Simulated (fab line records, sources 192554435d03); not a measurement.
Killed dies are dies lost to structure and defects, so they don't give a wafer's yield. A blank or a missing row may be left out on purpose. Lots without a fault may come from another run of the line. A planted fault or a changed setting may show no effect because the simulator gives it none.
fab line records | flow n5_finfet
record lots=6 wafers=16 last_day=17
route steps=1938 shown BEOL_M5@1182 BEOL_M6@1194 PASSIVATION@1936
lots that met no fault: from a run of the same line without faults
start_h: hours from the record's first day to the start of the lot's first wafer shown | wait_h: hours since the lot's step before | " the same as in the row above | L1.1+2: a row that stands for several wafers | - no value, or no start given | * or withheld: withheld | < > ~ a bound
route shown NAME@n: a module of which the file shows steps, and the number in the route of the first | usual: mean/standard deviation of fault-free wafers | same: alike in all rows | chamber/n: place in a boat | sites: the reading at each site | _std_site: their standard deviation | _edge_site: outer sites' mean less inner sites' | radius_mm: how far each site lies from the wafer's centre | mask NAME#n: copy n | behind: the tool/chamber that last shaped the wafer | hold: why the lot was held/for how many hours/how that ended | device: the transistor (n, p or np) that didn't switch | end of line: the same wafers' tests at the end of the route | a step without rows: its recipe alone | killed: dies lost to structure and defects at the first sort, not the wafer's yield | map: a wafer's dies, x killed, . not, _ none there
set.NAME: the setting as run; set.NAME@STEP: as run at that earlier step | model.NAME: the simulator's own value behind a step, which no gauge read
lots at some steps of the route; a table a step, a row a wafer
services: from which hour (start_h, from the record's first day; less than 0 if before it) a tool's chamber was out of use, for how many hours, and why
## steps
# step N5_BEOL_M5_ANNEAL_89
# recipe temp_c=400 time_s=1800 ambient=vacuum
# step N5_BEOL_M5_SPUTTER_90
# recipe material=Cu target_thk_a=45 temp_c=-20 chamber_pressure_pa=0.07 power_w=withheld time_s=8.29
# usual chamber_pressure_pa=0.07002/0.00014 chuck_gas_flow_sccm=1.27/0.055 susceptor_temp_C=-20.00/0.11 throttle_valve_pct=30.2/0.9
# columns lot.wafer tool chamber start_h wait_h chamber_pressure_pa chuck_gas_flow_sccm susceptor_temp_C throttle_valve_pct
L822.2 pvd_sputter-02 - 184.99 0.5 0.06996 1.29 -19.99 30.6
L822.3 " - " " 0.06985 1.28 -20.11 30.5
L822.6 " - " " 0.07025 1.26 -19.86 29.9
L823.1 pvd_sputter-02 - 198.78 0.5 0.07009 1.33 -19.95 29.7
L823.4 " - " " 0.07018 1.28 -19.93 30.3
L823.5 " - " " 0.07029 1.25 -20.02 30.4
L831.1 pvd_sputter-02 - 242.75 0.5 0.07018 1.24 -19.90 29.8
L831.3 " - " " 0.07005 1.31 -20.00 30.6
L832.5 pvd_sputter-03 - 251.96 0.0 0.07019 1.28 -19.96 30.9
L832.6 " - " " 0.07002 1.31 -20.10 30.3
L835.2 pvd_sputter-02 - 264.69 0.5 0.06999 1.25 -20.23 29.8
L835.3 " - " " 0.07004 1.26 -19.96 30.5
L835.4 " - " " 0.07007 1.25 -19.94 30.1
L841.2 pvd_sputter-02 - 309.14 0.5 0.07011 1.15 -19.99 30.6
L841.3 " - " " 0.07012 1.27 -19.98 30.2
L841.5 " - " " 0.07006 1.34 -19.89 30.4
# step N5_BEOL_M5_ECD_50
# recipe material=Cu target_thk_a=3000
# step N5_BEOL_M5_ANNEAL_51
# recipe temp_c=225 time_s=90 ambient=N2
# step N5_BEOL_M5_CMP_52
# recipe stop_on=SiCOH_lowk t_overpolish_s=6.9 down_force_psi=1 platen_rpm=50 clearing_platen_down_force_psi=1.5 clearing_platen_rpm=50 post_cmp_clean=cu_alkaline target_thk_nm=62 clearing_platen_pad_velocity_m_s=0.99484 pad_velocity_m_s=0.99484
# usual barrier_field_endpoint_s=24.3/0.81 motor_current_A=6.1/0.73 overpolish_run_s=6.900/0.0087 pad_life_wafers=1026/620 time_to_endpoint_s=59/3.9
# same t_overpolish_s=6.9
# columns lot.wafer tool chamber start_h wait_h barrier_field_endpoint_s motor_current_A overpolish_run_s pad_life_wafers time_to_endpoint_s
L822.3 cmp-01 3 185.58 0.2 22.8 6.3 6.899 607 56
L822.2 " 0 " " 23.9 5.5 6.897 608 58
L822.6 " 2 " " 24.3 7.2 6.895 - 56
L823.1 cmp-01 1 199.33 0.3 24.0 5.1 6.886 715 57
L823.4 " 3 " " 22.9 6.1 6.895 717 53
L823.5 " 1 " " 24.8 5.3 6.892 - 60
L831.3 cmp-04 2 243.25 0.2 23.5 5.5 6.897 2178 62
L831.1 " 3 " " 23.0 6.0 6.895 2179 60
L832.6 cmp-01 0 252.58 0.2 24.4 5.5 6.914 - 58
L832.5 " 1 " " 26.0 5.2 6.885 - 66
L835.3 cmp-04 1 265.26 0.2 25.8 6.6 6.911 162 67
L835.4 " 2 " " 25.6 6.0 6.895 163 63
L835.2 " 3 " " 24.4 6.1 6.900 164 61
L841.3 cmp-01 2 309.68 0.2 24.0 7.7 6.902 1591 56
L841.2 " 0 " " 23.6 5.2 6.912 1593 56
L841.5 " 2 " " 24.7 7.6 6.902 - 57
# step N5_BEOL_M5_THK_MEAS_53
# recipe thk_meas_gauge=xrf reads=Cu_of_BEOL_M5_ECD_50
# usual M5_THK=59.7/1.9
# columns lot.wafer tool chamber start_h wait_h M5_THK[nm]
L822.2 film_metro-02 - 185.84 - 56.3
L822.3 " - " " 57.9
L822.6 " - " " 58.6
L823.1 film_metro-01 - 199.59 - 60.0
L823.4 " - " " 57.5
L823.5 " - " " 60.8
L831.1 film_metro-02 - 243.55 - 58.8
L831.3 " - " " 59.2
L832.5 film_metro-02 - 252.72 - 60.8
L832.6 " - " " 61.6
L835.2 film_metro-02 - 265.56 - 60.6
L835.3 " - " " 63.1
L835.4 " - " " 61.3
L841.2 film_metro-01 - 309.94 - 62.6
L841.3 " - " " 60.5
L841.5 " - " " 60.2
# step N5_BEOL_M5_PRE_CLEAN_77
# recipe gas=NH3/H2 time_s=15 temp_c=* rf_power_w=300
# usual heater_power_w=81/27 susceptor_temp_C=*
# columns lot.wafer tool chamber start_h wait_h heater_power_w susceptor_temp_C
L822.2 cvd_co-01 1 185.87 0.0 67 *
L822.3 " 0 " " 101 *
L822.6 " 0 " " 102 *
L823.1 cvd_co-01 0 199.62 0.0 100 *
L823.4 " 1 " " 66 *
L823.5 " 0 " " 102 *
L831.1 cvd_co-01 1 243.58 0.0 66 *
L831.3 " 0 " " 103 *
L832.5 cvd_co-02 1 252.78 0.1 96 *
L832.6 " 2 " " 109 *
L835.2 cvd_co-01 2 265.59 0.0 86 *
L835.3 " 1 " " 68 *
L835.4 " 1 " " 68 *
L841.2 cvd_co-01 2 309.97 0.0 88 *
L841.3 " 1 " " 67 *
L841.5 " 0 " " 103 *
# step N5_BEOL_M5_CO_CAP_78
# recipe material=Co target_thk_a=20 temp_c=200 precursor=CCTBA/H2 pressure_torr=30 time_s=102.1
# step N5_BEOL_M5_PRE_CLEAN_55
# recipe gas=NH3 time_s=15 temp_c=withheld rf_power_w=300
# step N5_BEOL_M5_DEP_56
# recipe material=SiCN target_thk_a=80 temp_c=withheld precursor=3MS/NH3 pressure_torr=3 rf_w=202 time_s=14
# step N5_BEOL_M5_RS_MEAS_57
# recipe thk_meas_gauge=four-point-probe reads=Co_of_BEOL_M5_CO_CAP_78+Cu_of_BEOL_M5_ECD_50+Co_of_BEOL_M5_CVD_47+TaN_of_BEOL_M5_ALD_86
# usual M5_RS=0.398/0.015
# columns lot.wafer tool chamber start_h wait_h M5_RS[ohm/sq]
L822.2 film_metro-02 - 186.10 0.1 0.427
L822.3 " - " " 0.413
L822.6 " - " " 0.410
L823.1 film_metro-01 - 199.85 0.0 0.397
L823.4 " - " " 0.417
L823.5 " - " " 0.391
L831.1 film_metro-01 - 243.84 0.1 0.407
L831.3 " - " " 0.403
L832.5 film_metro-01 - 252.98 0.0 0.389
L832.6 " - " " 0.383
L835.2 film_metro-02 - 265.82 0.1 0.392
L835.3 " - " " 0.373
L835.4 " - " " 0.390
L841.2 film_metro-01 - 310.20 0.1 0.376
L841.3 " - " " 0.393
L841.5 " - " " 0.394
# step N5_BEOL_M5_INSPECT_58
# recipe inspect_instrument=darkfield mode=post_dep
# usual raw_defect_count=62/21
# columns lot.wafer tool chamber start_h wait_h raw_defect_count
L822.2 defect_inspect-02 - 186.12 0.0 70
L822.3 " - " " 72
L822.6 " - " " 79
L823.1 defect_inspect-02 - 199.87 0.0 40
L823.4 " - " " 38
L823.5 " - " " 50
L831.1 defect_inspect-02 - 243.86 0.0 58
L831.3 " - " " 61
L832.5 defect_inspect-01 - 253.01 0.0 52
L832.6 " - " " 34
L835.2 defect_inspect-01 - 265.84 0.0 67
L835.3 " - " " 69
L835.4 " - " " 68
L841.2 defect_inspect-01 - 310.22 0.0 60
L841.3 " - " " 53
L841.5 " - " " 74
# step N5_BEOL_M6_ILD_DEP_00
# recipe material=SiCOH_lowk target_thk_a=1797.5 temp_c=300 precursor=DEMS/porogen pressure_torr=5 rf_w=500 time_s=33.4
# usual heater_power_w=297/31 showerhead_plenum_p_Torr=5.746/0.017 susceptor_temp_C=300.00/0.2 throttle_valve_pct=14.2/1.2
# columns lot.wafer tool chamber start_h wait_h heater_power_w showerhead_plenum_p_Torr susceptor_temp_C throttle_valve_pct model.SiCOH_lowk_of_BEOL_M6_ILD_DEP_00.thk_nm
L822.2 pecvd-03 1 186.16 0.0 311 5.768 300.16 13.9 177.2
L822.3 " 2 " " 288 5.744 300.18 12.2 178.2
L822.6 " 0 " " 273 5.742 300.33 15.5 180.8
L823.1 pecvd-02 0 199.91 0.0 304 5.771 300.04 15.7 177.8
L823.4 " 0 " " 283 5.767 300.15 15.6 181.6
L823.5 " 2 " " 364 5.749 300.05 13.8 182.6
L831.1 pecvd-03 1 243.90 0.0 307 5.757 299.77 13.6 179.8
L831.3 " 0 " " 256 5.751 300.29 15.8 200.2
L832.5 pecvd-03 1 253.06 0.1 314 5.750 300.00 13.9 198
L832.6 " 0 " " 234 5.750 300.02 15.7 181
L835.2 pecvd-04 0 265.88 0.0 285 5.725 300.46 13.0 177.4
L835.3 " 2 " " 263 5.751 300.12 12.8 175.4
L835.4 " 0 " " 290 5.738 299.93 13.2 177
L841.2 pecvd-02 0 310.26 0.0 295 5.768 299.71 15.9 180.6
L841.3 " 0 " " 298 5.768 299.59 15.8 183.4
L841.5 " 1 " " 331 5.733 299.98 14.8 182.4
# step N5_BEOL_M6_CURE_74
# recipe temp_c=385 time_s=240 ambient=He/Ar material=SiCOH_lowk
# usual lamp_power_pct=52.31/0.055 wafer_temp_C_max=386.6/0.58
# columns lot.wafer tool chamber start_h wait_h lamp_power_pct wafer_temp_C_max
L822.2 uv_cure-03 2 186.30 0.1 52.30 387.0
L822.3 " 2 " " 52.35 387.2
L822.6 " 2 " " 52.37 386.4
L823.1 uv_cure-02 1 199.97 0.0 52.24 386.9
L823.4 " 1 " " 52.26 387.5
L823.5 " 1 " " 52.27 387.4
L831.1 uv_cure-01 0 243.97 0.0 52.36 387.0
L831.3 " 0 " " 52.29 387.6
L832.5 uv_cure-03 1 253.43 0.3 52.31 386.8
L832.6 " 1 " " 52.31 386.3
L835.2 uv_cure-01 1 266.02 0.1 52.29 387.0
L835.3 " 1 " " 52.28 386.3
L835.4 " 1 " " 52.23 385.7
L841.2 uv_cure-02 0 310.43 0.1 52.29 385.9
L841.3 " 0 " " 52.30 386.2
L841.5 " 0 " " 52.35 386.0
# step N5_BEOL_M6_THK_MEAS_01
# recipe reads=SiCOH_lowk_of_BEOL_M6_ILD_DEP_00
# usual M6_ILD_THK=155.2/2
# columns lot.wafer tool chamber start_h wait_h M6_ILD_THK[nm]
L822.2 film_metro-01 - 186.75 0.4 152.7
L822.3 " - " " 153.7
L822.6 " - " " 156.1
L823.1 film_metro-01 - 200.49 0.4 153.4
L823.4 " - " " 156.4
L823.5 " - " " 157.4
L831.1 film_metro-01 - 244.48 0.4 155.1
L831.3 " - " " 172.9
L832.5 film_metro-02 - 253.62 0.1 170.8
L832.6 " - " " 156.1
L835.2 film_metro-02 - 266.46 0.4 153.0
L835.3 " - " " 151.1
L835.4 " - " " 152.8
L841.2 film_metro-02 - 310.86 0.4 155.7
L841.3 " - " " 158.2
L841.5 " - " " 157.2
# step N5_BEOL_M6_PECVD_70
# recipe material=SiO2 target_thk_a=200 temp_c=400 precursor=TEOS/O2 pressure_torr=5.5 rf_w=450 teos_flow_sccm=53.8 gas=O2 flow_sccm=3000 time_s=22.7
# step N5_BEOL_M6_HM_DEP_02
# recipe material=TiN target_thk_a=200 temp_c=25 chamber_pressure_pa=0.49996
# step N5_BEOL_M6_COAT_59
# recipe resist=SOC temp_c=250 time_s=60 spin_rpm=1500 resist_thk_nm=100
# step N5_BEOL_M6_COAT_60
# recipe resist=SiARC temp_c=220 time_s=60 spin_rpm=1500 resist_thk_nm=35
# step N5_BEOL_M6_COAT_05
# recipe resist=CAR-ArF spin_rpm=1500 resist_thk_nm=90
# step N5_BEOL_M6_EBR_07
# recipe solvent=PGMEA ebr_width_mm=1.5
# step N5_BEOL_M6_SOFTBAKE_06
# recipe temp_c=110 time_s=60 resist=CAR-ArF
# step N5_BEOL_M6_EXPOSE_08
# recipe mask_id=M6 na=1.35 source_shape=dipole sigma_inner=0.817 sigma_outer=0.97 polarization=te dose_mj=68.25
# step N5_BEOL_M6_PEB_09
# recipe peb_temp_c=withheld peb_time_s=60 resist=CAR-ArF
# step N5_BEOL_M6_DEVELOP_10
# recipe develop_time_s=30 developer=TMAH resist=CAR-ArF rinse_liquid=diw dry=air_spin dev_temp_c=23
# step N5_BEOL_M6_CD_MEAS_11
# recipe target_cd_nm=38.5 landing_energy_ev=500 detector=se_inlens polarity=opening
# usual cd_nm=38.4/0.66
# columns lot.wafer tool chamber start_h wait_h cd_nm
L822.2 cd_sem-03 0 187.45 - 38.2
L822.3 " 0 " " 38.1
L822.6 " 0 " " 38.9
L823.1 cd_sem-02 0 201.35 - 37.3
L823.4 " 0 " " 38.9
L823.5 " 0 " " 37.5
L831.1 cd_sem-02 0 246.65 - 38.1
L831.3 " 0 " " 38.1
L832.5 cd_sem-01 0 255.89 - 38.4
L832.6 " 0 " " 38.9
L835.2 cd_sem-02 0 268.69 - 38.5
L835.3 " 0 " " 38.6
L835.4 " 0 " " 38.8
L841.2 cd_sem-03 0 312.19 - 39.1
L841.3 " 0 " " 38.9
L841.5 " 0 " " 37.7
# step N5_BEOL_M6_OVL_MEAS_12
# recipe points_per_wafer=44
# usual M6_OVL=0.2/0.75
# columns lot.wafer tool chamber start_h wait_h M6_OVL[nm]
L822.2 overlay-02 0 187.48 0.0 0.9
L822.3 " 0 " " 0.5
L822.6 " 0 " " 0.6
L823.1 overlay-02 0 201.38 0.0 0.0
L823.4 " 0 " " -1.0
L823.5 " 0 " " -0.2
L831.1 overlay-01 0 246.68 0.0 -0.3
L831.3 " 0 " " -0.7
L832.5 overlay-01 0 255.92 0.0 0.3
L832.6 " 0 " " -0.9
L835.2 overlay-02 0 268.72 0.0 -0.8
L835.3 " 0 " " -0.9
L835.4 " 0 " " -0.5
L841.2 overlay-02 0 312.22 0.0 1.7
L841.3 " 0 " " 1.6
L841.5 " 0 " " 0.5
# step N5_BEOL_M6_INSPECT_13
# recipe mode=adi inspect_instrument=brightfield
# usual raw_defect_count=380/98
# columns lot.wafer tool chamber start_h wait_h raw_defect_count
L822.2 defect_inspect-02 - 187.51 0.0 404
L822.3 " - " " 448
L822.6 " - " " 458
L823.1 defect_inspect-02 - 201.40 0.0 228
L823.4 " - " " 337
L823.5 " - " " 323
L831.1 defect_inspect-02 - 246.70 0.0 345
L831.3 " - " " 366
L832.5 defect_inspect-02 - 255.94 0.0 249
L832.6 " - " " 281
L835.2 defect_inspect-01 - 268.75 0.0 336
L835.3 " - " " 383
L835.4 " - " " 563
L841.2 defect_inspect-02 - 312.24 0.0 527
L841.3 " - " " 351
L841.5 " - " " 490
# step N5_BEOL_M6_DESCUM_16
# recipe chemistry=O2 time_s=7.9 source_power_w=50 bias_power_w=20 pressure_mtorr=20 rf_frequency_hz=2.712e+07 temp_c=40 resist=CAR-ArF o2_flow_sccm=225
# step N5_BEOL_M6_ETCH_61
# recipe chemistry=CF4 target=SiARC target_depth_a=455 mask_material=CAR-ArF time_s=75.8 ion_energy_ev=80 pressure_mtorr=40 source_w=545 bias_w=36 Ar_flow_sccm=100 cf4_flow_sccm=100 ends=cleared
# step N5_BEOL_M6_ETCH_62
# recipe chemistry=N2/H2 target=SOC target_depth_a=1100 overetch_a=220 mask_material=SiARC temp_c=40 time_s=165 ion_energy_ev=200 pressure_mtorr=30 source_w=840 bias_w=150 n2_flow_sccm=200 h2_flow_sccm=200
# usual drypump_motor_current_A=5.6/0.38 oes_product_au=0.68/0.071 rf_vpp_V=524.6/2.8 showerhead_plenum_p_Torr=2.57/0.098 throttle_valve_pct=17.84/0.24
# columns lot.wafer tool chamber start_h wait_h drypump_motor_current_A oes_product_au rf_hours_counter_h rf_vpp_V showerhead_plenum_p_Torr throttle_valve_pct
L822.2 rie_diel-03 3 187.63 0.0 5.8 0.60 199 522.0 2.51 17.94
L822.3 " 1 " " 5.3 0.73 28 525.4 2.58 17.47
L822.6 " 0 " " 5.9 0.81 - 522.0 2.48 17.79
L823.1 rie_diel-03 3 201.53 0.0 5.9 0.60 205 523.1 2.51 17.95
L823.4 " 0 " " 5.9 0.80 - 524.1 2.48 17.78
L823.5 " 1 " " 5.2 0.72 - 525.8 2.57 17.48
L831.1 rie_diel-05 1 246.83 0.0 5.2 0.64 183 527.6 2.65 18.10
L831.3 " 2 " " 5.8 0.69 73 523.6 2.60 17.76
L832.5 rie_diel-05 3 256.13 0.1 5.6 0.61 - 521.2 2.40 17.88
L832.6 " 2 " " 5.8 0.69 - 526.8 2.60 17.75
L835.2 rie_diel-03 3 268.87 0.0 5.8 0.57 231 523.1 2.50 17.99
L835.3 " 2 " " 4.8 0.75 22 526.5 2.60 17.41
L835.4 " 1 " " 5.2 0.69 58 524.7 2.56 17.50
L841.2 rie_diel-04 1 312.46 0.0 5.6 0.72 53 527.4 2.70 17.79
L841.3 " 2 " " 6.0 0.73 29 525.7 2.59 17.50
L841.5 " 0 " " 5.7 0.81 - 528.8 2.70 17.80
# step N5_BEOL_M6_STRIP_68
# recipe chemistry=N2/H2 temp_c=40 n2_flow_sccm=200 h2_flow_sccm=200 rf_frequency_hz=6e+07
# step N5_BEOL_M6_STRIP_67
# recipe chemistry=CF4 resist=SiARC power_w=300 bias_power_w=75 pressure_mtorr=50 cf4_flow_sccm=150 rf_frequency_hz=6e+07
# step N5_BEOL_M6_HM_OPEN_17
# recipe chemistry=Cl2/BCl3 target_depth_a=200 overetch_a=60 target=TiN mask_material=SOC ion_energy_ev=150 pressure_mtorr=10 icp_w=1000 bias_w=126 Cl2_flow_sccm=53.25 bcl3_flow_sccm=21.75 Ar_flow_sccm=25
# step N5_BEOL_M6_STRIP_19
# recipe chemistry=O2 power_w=400 temp_c=40 pressure_mtorr=30 rf_frequency_hz=6e+07 bias_power_w=0 overash_fraction=0.2 o2_flow_sccm=225
# step N5_BEOL_M6_CD_MEAS_18
# recipe pitch_nm=80 target_cd_nm=40
# usual cd_nm=40.0/0.73
# columns lot.wafer tool chamber start_h wait_h cd_nm
L822.2 cd_sem-01 - 188.01 0.1 39.8
L822.3 " - " " 39.4
L822.6 " - " " 40.8
L823.1 cd_sem-02 - 201.92 0.0 39.0
L823.4 " - " " 40.6
L823.5 " - " " 39.6
L831.1 cd_sem-02 - 247.20 0.0 39.4
L831.3 " - " " 39.9
L832.5 cd_sem-01 - 256.44 0.0 40.9
L832.6 " - " " 40.8
L835.2 cd_sem-01 - 269.54 0.1 39.6
L835.3 " - " " 40.4
L835.4 " - " " 39.5
L841.2 cd_sem-01 - 312.85 0.1 40.6
L841.3 " - " " 40.2
L841.5 " - " " 40.0
# step N5_BEOL_M6_COAT_63
# recipe resist=SOC temp_c=250 time_s=60 spin_rpm=1500 resist_thk_nm=60
# step N5_BEOL_M6_COAT_64
# recipe resist=SiARC temp_c=220 time_s=60 spin_rpm=1500 resist_thk_nm=12
# step N5_BEOL_M6_COAT_71
# recipe resist=underlayer temp_c=205 time_s=60 spin_rpm=1500 resist_thk_nm=5
# step N5_BEOL_M6_COAT_22
# recipe resist=CAR-EUV spin_rpm=1500 resist_thk_nm=30
# step N5_BEOL_M6_EBR_24
# recipe solvent=PGMEA ebr_width_mm=1.5
# step N5_BEOL_M6_SOFTBAKE_23
# recipe temp_c=110 time_s=60 resist=CAR-EUV
# step N5_BEOL_M6_CMP_52
# recipe stop_on=SiCOH_lowk t_overpolish_s=6.9 down_force_psi=1 platen_rpm=50 clearing_platen_down_force_psi=1.5 clearing_platen_rpm=50 post_cmp_clean=cu_alkaline target_thk_nm=80 clearing_platen_pad_velocity_m_s=0.99484 pad_velocity_m_s=0.99484
# usual motor_current_A=5.9/0.64 pad_life_wafers=911/670
# columns lot.wafer tool chamber start_h wait_h motor_current_A pad_life_wafers model.SiCOH_lowk_of_BEOL_M6_ILD_DEP_00.thk_nm
L822.3 cmp-03 2 191.51 0.2 6.3 1399 150.8
L822.2 " 3 " " 5.3 1400 149.8
L822.6 " 2 " " 6.2 - 153
L823.1 cmp-01 0 206.74 0.3 5.0 763 150.4
L823.4 " 2 " " 7.5 765 153.6
L823.5 " 3 " " 6.6 - 154.6
L831.1 cmp-01 1 251.01 0.3 5.2 1188 152
L831.3 " 2 " " 7.6 1189 169.8
L832.6 cmp-04 1 262.04 0.2 6.6 - 153
L832.5 " 2 " " 5.7 - 168
L835.4 cmp-04 3 273.32 0.2 6.1 229 149.6
L835.2 " 0 " " 6.3 230 150
L835.3 " 1 " " 6.2 231 148.2
L841.3 cmp-03 2 316.43 0.2 5.8 282 155.2
L841.2 " 0 " " 6.1 284 152.8
L841.5 " 3 " " 5.5 - 154.2
# step N5_PASSIVATION_PROBE_49
# usual defect_limited_yield=91.4/1.5 killed_at_M0_to_M3=34/9.7 killed_at_M4_up=14/5.7 killed_at_contacts=12/5.9 killed_at_front_end=37/10 killed_at_other=5/4.7 killed_dies=102/18 killed_open=65/12 killed_short=34/8.8 sort_bin_4_leakage=0.03/0.14 sort_bin_5_function=5.0/0.96 sort_bin_6_memory=3.3/0.7 sort_bin_8_speed=0.03/0.19 sort_n_pass=1077/18 sort_yield_pct=91.3/1.5
# same gross_dies=1180 killed_at_back_side=0
# columns lot.wafer tool chamber start_h wait_h defect_limited_yield[%] killed_at_M0_to_M3 killed_at_M4_up killed_at_contacts killed_at_front_end killed_at_other killed_dies killed_open killed_short sort_bin_4_leakage[%] sort_bin_5_function[%] sort_bin_6_memory[%] sort_bin_8_speed[%] sort_n_pass sort_yield_pct[%]
L823.1 prober-02 - 289.56 0.0 93.3 27 13 17 22 0 79 61 18 0 4.2 2.4 0 1101 93.3
L823.4 prober-02 - 289.71 0.2 94.7 28 8 8 19 0 63 41 20 0.08 3.1 2.0 0 1116 94.6
L823.5 prober-02 - 289.76 0.2 93.6 23 12 13 27 1 76 55 18 0 3.4 2.9 0 1104 93.6
L831.3 prober-01 - 333.86 0.1 90.0 41 18 15 35 9 118 78 39 0 5.3 4.3 0 1062 90.0
L832.5 prober-01 - 345.71 0.2 91.5 21 19 11 49 0 100 65 31 0 4.7 3.6 0 1080 91.5
L832.6 prober-01 - 345.76 0.3 89.7 32 22 15 53 0 122 72 48 0 6.9 3.2 0 1058 89.7
L835.2 prober-02 - 351.54 0.1 91.5 29 12 10 48 1 100 66 33 0 5.3 2.7 0.08 1080 91.5
L835.3 prober-02 - 351.59 0.1 91.9 30 16 10 38 2 96 60 35 0 3.8 3.7 0 1084 91.9
L835.4 prober-02 - 351.64 0.2 89.8 29 16 22 49 4 120 86 34 0 5.9 4.1 0 1060 89.8
# killed by level:class
L823.1 MOL_CONTACT_COAG:geometric_particle:open=12 BEOL_M0_SAQP:geometric_particle:open=10 BEOL_M0_SAQP:geometric_particle:short=7 BEOL_M4:geometric_particle:open=7 DUMMY_GATE:geometric_particle:open=5 MOL_CONTACT_COAG:geometric_particle:short=5 BEOL_M3:geometric_particle:open=5 STARTING-WAFER:geometric_particle:open=5
L823.4 FIN_SAQP:geometric_particle:open=9 BEOL_M2:geometric_particle:open=9 MOL_CONTACT_COAG:geometric_particle:open=8 BEOL_M3:geometric_particle:open=5 GATE_CUT:geometric_particle:short=4 BEOL_M0_SAQP:geometric_particle:open=3 BEOL_M0_SAQP:geometric_particle:short=2 BEOL_M1:geometric_particle:short=2
L823.5 MOL_CONTACT_COAG:geometric_particle:open=11 BEOL_M0_SAQP:geometric_particle:open=7 BEOL_M4:geometric_particle:open=6 STARTING-WAFER:geometric_particle:open=5 FIN_SAQP:geometric_particle:open=4 BEOL_M1:geometric_particle:open=4 STARTING-WAFER:geometric_particle:short=4 STI_FIN_REVEAL:geometric_particle:open=3
L831.3 MOL_CONTACT_COAG:geometric_particle:open=14 FIN_SAQP:geometric_particle:short=12 BEOL_M1:geometric_particle:open=10 BEOL_M1:geometric_particle:short=8 BEOL_M3:geometric_particle:open=8 FIN_SAQP:geometric_particle:open=7 BEOL_M2:geometric_particle:open=7 STI_FIN_REVEAL:geometric_particle:open=6
L832.5 FIN_SAQP:geometric_particle:short=12 BEOL_M2:geometric_particle:open=11 STI_FIN_REVEAL:geometric_particle:open=10 MOL_CONTACT_COAG:geometric_particle:open=9 FIN_SAQP:geometric_particle:open=7 ILD0:geometric_particle:open=5 STARTING-WAFER:geometric_particle:open=5 BEOL_M4:geometric_particle:open=4
L832.6 FIN_SAQP:geometric_particle:open=13 FIN_SAQP:geometric_particle:short=12 MOL_CONTACT_COAG:geometric_particle:open=11 BEOL_M4:geometric_particle:open=9 BEOL_M0_SAQP:geometric_particle:short=9 BEOL_M2:geometric_particle:open=7 BEOL_M3:geometric_particle:open=6 DUMMY_GATE:geometric_particle:open=5
L835.2 STI_FIN_REVEAL:geometric_particle:open=9 BEOL_M3:geometric_particle:open=9 MOL_CONTACT_COAG:geometric_particle:open=8 BEOL_M0_SAQP:geometric_particle:open=7 FIN_SAQP:geometric_particle:open=6 FIN_SAQP:geometric_particle:short=6 GATE_CUT:geometric_particle:short=6 DUMMY_GATE:geometric_particle:open=6
L835.3 FIN_SAQP:geometric_particle:open=11 BEOL_M2:geometric_particle:open=8 MOL_CONTACT_COAG:geometric_particle:open=7 BEOL_M0_SAQP:geometric_particle:short=6 BEOL_M1:geometric_particle:open=6 DUMMY_GATE:geometric_particle:short=4 DUMMY_GATE:geometric_particle:open=4 ILD0:geometric_particle:short=4
L835.4 MOL_CONTACT_COAG:geometric_particle:open=18 STI_FIN_REVEAL:geometric_particle:open=14 GATE_CUT:geometric_particle:short=9 FIN_SAQP:geometric_particle:open=6 BEOL_M0_SAQP:geometric_particle:short=6 BEOL_M2:geometric_particle:open=6 BEOL_M0_SAQP:geometric_particle:open=5 FIN_SAQP:geometric_particle:short=4
## services
# columns tool chamber start_h hours kind
pecvd-02 - 180.46 2.8 pm
rie_diel-05 2 191.10 5.3 repair
cvd_co-02 1 195.55 9.1 repair
uv_cure-03 - 199.66 2.1 pm
cmp-04 - 207.00 2.1 repair
pecvd-04 - 208.56 4.8 repair
cmp-04 - 212.48 0.2 repair
cmp-03 - 216.17 0.7 repair
rie_diel-03 0 217.95 9.6 repair
uv_cure-01 - 231.95 9.6 repair
rie_diel-04 0 238.07 6.8 repair
cmp-03 - 241.68 5.2 pm
cmp-04 - 243.48 4.0 pm
cmp-03 - 259.17 2.0 repair
pecvd-04 - 259.34 2.2 repair
cmp-01 - 277.45 5.0 pm
cmp-01 - 283.23 7.6 pm
cmp-03 - 283.45 4.0 pm
uv_cure-02 - 283.87 6.0 pm
rie_diel-03 1 289.69 5.4 repair
cmp-04 - 299.90 7.8 pm
pecvd-02 2 302.19 8.7 repair
rie_diel-04 3 308.42 2.4 repair
uv_cure-03 - 316.41 0.5 repair
## key
first_sign step=N5_BEOL_M6_THK_MEAS_01 reading=M6_ILD_THK direction=up sigmas=8.4 usual=155.2 struck=171.9
effect none on later readings
model_effect step=N5_BEOL_M6_ILD_DEP_00 value=SiCOH_lowk_of_BEOL_M6_ILD_DEP_00.thk_nm without=179.6 struck=199.1
model_effect step=N5_BEOL_M6_CMP_52 value=SiCOH_lowk_of_BEOL_M6_ILD_DEP_00.thk_nm without=151.9 struck=168.9
met_at N5_BEOL_M6_ILD_DEP_00
struck_wafers L831.3,L832.5
onset_between 186.16 243.90
fault kind=process_parameter_drift tool=pecvd-03 chamber=- onset_h=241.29 steps=N5_BEOL_M6_ILD_DEP_00 channel=time_s offset=* shape=step end_h=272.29 scope=struck_wafers_only acts_in=* stated=*
